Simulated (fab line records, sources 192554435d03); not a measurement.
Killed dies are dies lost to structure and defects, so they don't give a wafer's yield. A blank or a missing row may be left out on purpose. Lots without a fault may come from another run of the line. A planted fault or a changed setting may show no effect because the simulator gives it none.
Which tool did it? | flow n5_finfet | 12 lots, 36 wafers sampled, at 1 step of a route of 1938

WHAT THE GAUGES READ, wafer by wafer
N5_PMOS_HMC_CHANNEL_EPI_THK_MEAS_22.
lot  | measured    | on            | HMC_CMP_THK (nm)
L075 | day 2 02:05 | film_metro-02 | 53.1 56.7 55.0
L077 | day 2 14:44 | film_metro-02 | 53.7 52.2 54.0
L079 | day 3 01:55 | film_metro-01 | 53.8 54.1 55.6
L081 | day 3 14:21 | film_metro-01 | 53.9 53.8 53.2
L083 | day 4 03:03 | film_metro-02 | 54.4 56.4 53.3
L085 | day 4 13:47 | film_metro-01 | 53.1 55.8 53.7
L087 | day 5 02:12 | film_metro-02 | 56.0 54.3 56.5
L089 | day 5 13:53 | film_metro-02 | 52.9 54.3 54.3
L091 | day 6 02:19 | film_metro-01 | 54.8 55.0 55.0
L093 | day 6 14:05 | film_metro-02 | 53.9 52.1 53.7
L095 | day 7 01:31 | film_metro-02 | 54.5 53.6 54.5
L097 | day 7 14:26 | film_metro-02 | 53.3 54.6 55.3

WHICH TOOL RAN EACH LOT (tool, then ch and the chambers of the sampled wafers, then the start)
The record holds no process step before these readings.

THE ANSWER, worked out from the rows above alone
Rule: what is usual is taken from the lots themselves. Put in order of their means at a reading, lots are off if they are a third of the lots or fewer, leave a main group of 4 or more, and stand apart from it by a gap of 3 or more times the standard deviation of the main group's means; of several such gaps the widest counts. A main group whose means are all the same, to the digits that the tables above print for the reading, isn't used. A lot without any number at a reading at which 4 lots or more have one is off too. The other lots that the step has rows for count as sound.
No lot is off at any reading shown: from this, nothing can be told.

WHAT THE SIMULATOR HAD PUT IN
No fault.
